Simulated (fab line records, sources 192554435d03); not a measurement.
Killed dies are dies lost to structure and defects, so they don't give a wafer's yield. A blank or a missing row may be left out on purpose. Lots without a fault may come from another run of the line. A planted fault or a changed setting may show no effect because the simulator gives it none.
A struck lot beside a sound one | flow n5_finfet | 39 steps out of a route of 1938
Sound: wafers L779.3, L779.4, L779.6. Struck: wafers L770.1, L770.4, L770.5. The cause comes at the end.
At each step with rows: each side's tool, then ch and its chambers, then its first start. Under that, the readings that differ: sound wafers | struck wafers | difference of the means | sigmas: that difference in standard deviations of wafers without a fault.
alike: readings whose means differ by less than 2 such deviations, and words and numbers that are the same on both sides. not compared: withheld readings, readings that some wafer has no value for, bounds like >300 that may hide the same value, and numbers for which the record gives no deviation and whose values overlap.
The two part at a step that has a row with sigmas, a row that says differs or no value, or rows on one side only. Numbers that don't overlap but have no deviation are shown without sigmas and don't part them. A reading that every wafer of one side lacks parts them only if that side has two wafers or more.

first, 10 steps without rows for these wafers: N5_PMOS_HMC_CHANNEL_EPI_PRECLEAN_37 (cleans in O3/DIW, time 45 s); N5_PMOS_HMC_CHANNEL_EPI_PRECLEAN_24 (cleans in DHF, time 30 s); N5_PMOS_HMC_CHANNEL_EPI_SRD_25 (time 30 s); N5_PMOS_HMC_CHANNEL_EPI_EPI_26 (deposits Si from SiH4/H2, target thk 3.8 nm, time 22.7 s); N5_FIN_SAQP_PRECLEAN_42 (cleans in O3/DIW, time 60 s); N5_FIN_SAQP_PRECLEAN_00 (cleans in SC1, time 60 s); N5_FIN_SAQP_PRECLEAN_44 (cleans in SC2, time 45 s); N5_FIN_SAQP_SRD_01 (time 30 s); N5_FIN_SAQP_ALD_61 (deposits SiO2, target thk 4 nm, pulse time 1 s, purge time 2 s); N5_FIN_SAQP_DENSIFY_62 (time 60 s).
N5_FIN_SAQP_HM_DEP_03: deposits SiNx from SiH4/NH3/N2, target thk 38 nm, time 33.6 s.
  sound on pecvd-04 ch 0,1, day 7 16:00; struck on pecvd-03 ch 0,1,2, day 5 10:56
  reading                                      | sound             | struck            | difference | sigmas
  model.SiNx_of_FIN_SAQP_HM_DEP_03.thk_nm (nm) | 37.65 37.84 38.12 | 45.72 45.56 45.77 | +7.81      |
  alike: heater_power_w, showerhead_plenum_p_Torr, throttle_valve_pct
N5_FIN_SAQP_THK_MEAS_05:
  sound on film_metro-01, day 7 16:05; struck on film_metro-01, day 5 11:01
  reading     | sound          | struck         | difference | sigmas
  thk_nm (nm) | 37.7 37.8 38.1 | 45.7 45.6 45.8 | +7.8       | +15
then, 24 steps without rows for these wafers: N5_FIN_SAQP_PECVD_47 (deposits a-Si from SiH4/He, target thk 45 nm, time 36.3 s); N5_FIN_SAQP_PECVD_48 (deposits SiNx from SiH4/NH3/N2, target thk 25 nm, time 22.1 s); N5_FIN_SAQP_PECVD_06 (deposits a-Si from SiH4/He, target thk 60 nm, time 48.1 s); N5_FIN_SAQP_HM_DEP_72 (deposits SiO2 from SiH4/N2O, target thk 12 nm, time 7.2 s); N5_FIN_SAQP_COAT_49 (time 60 s, resist thk 100 nm); N5_FIN_SAQP_COAT_50 (time 60 s, resist thk 35 nm); N5_FIN_SAQP_COAT_10 (resist thk 90 nm); N5_FIN_SAQP_EBR_12; N5_FIN_SAQP_SOFTBAKE_11 (time 60 s); N5_FIN_SAQP_EXPOSE_13 (exposes mask FIN CORE, target cd 35.6 nm); N5_FIN_SAQP_PEB_14 (peb time 60 s); N5_FIN_SAQP_DEVELOP_15 (develop time 30 s); N5_FIN_SAQP_DESCUM_21 (chemistry O2, time 7.9 s); N5_FIN_SAQP_ETCH_51 (etches SiARC in CF4, target depth 45.5 nm, time 75.8 s); N5_FIN_SAQP_ETCH_52 (etches SOC in N2/H2, target depth 100 nm, overetch 20 nm, time 150 s); N5_FIN_SAQP_STRIP_53 (strips in N2/H2); N5_FIN_SAQP_HM_OPEN_73 (chemistry CHF3/O2, target SiO2, stops on a-Si, target depth 12 nm, time 16.8 s); N5_FIN_SAQP_STRIP_74 (strips in CHF3/O2); N5_FIN_SAQP_MANDREL_ETCH_22 (etches a-Si in HBr/Cl2, stops on SiNx, target depth 60 nm, bt time 10 s, time 30 s); N5_FIN_SAQP_STRIP_55 (strips in N2/H2); N5_FIN_SAQP_STRIP_23 (strips in SPM, time 750 s); N5_FIN_SAQP_SRD_66 (time 30 s); N5_FIN_SAQP_RECESS_75 (chemistry HF/NH3, target SiO2, target depth 14.4 nm, afs cycles 3, sublimation time 60 s); N5_FIN_SAQP_SPACER1_ALD_24 (deposits SiO2, target thk 20.3 nm, pulse time 1 s, purge time 2 s).
N5_FIN_SAQP_HM_OPEN_33: chemistry CH3F/O2, target SiNx, target depth 49.4 nm, time 70.6 s.
  sound on rie_diel-06 ch 0,2,3, day 7 20:31; struck on rie_diel-06 ch 0,1,2, day 5 15:38
  reading                  | sound             | struck            | difference | sigmas
  etch_rf_on_time_s (s)    | 70.9 71.9 67.9    | 82.8 84.1 85.2    | +13.8      | +7
  model.etch.depth_nm (nm) | 36.94 37.21 37.41 | 45.09 44.84 44.89 | +7.75      |
  alike: CH3F_flow_sccm, drypump_motor_current_A, oes_f_703_au, oes_product_au, rf_vpp_V, showerhead_plenum_p_Torr, throttle_valve_pct
  not compared: rf_hours_counter_h
N5_STI_FIN_REVEAL_RECESS_09: chemistry HF/NH3, target SiO2, afs cycles 11, target depth 42.5 nm, sublimation time 60 s.
  sound on vapor_etch-02 ch 0,1, day 8 05:40; struck on vapor_etch-02 ch 1, day 5 23:25
  reading                                      | sound        | struck     | difference | sigmas
  model.SiNx_of_FIN_SAQP_HM_DEP_03.thk_nm (nm) | 17.8 17.8 18 | 26 25.6 26 | +8         |
  alike: drypump_motor_current_A
then, 1 step without rows for these wafers: N5_PASSIVATION_PROBE_49.

WHERE THEY PART
First at N5_FIN_SAQP_THK_MEAS_05; last, within this record, at N5_FIN_SAQP_HM_OPEN_33. Later steps at which nothing parts them and some readings are alike: N5_STI_FIN_REVEAL_RECESS_09.

WHY: what the simulator had put in
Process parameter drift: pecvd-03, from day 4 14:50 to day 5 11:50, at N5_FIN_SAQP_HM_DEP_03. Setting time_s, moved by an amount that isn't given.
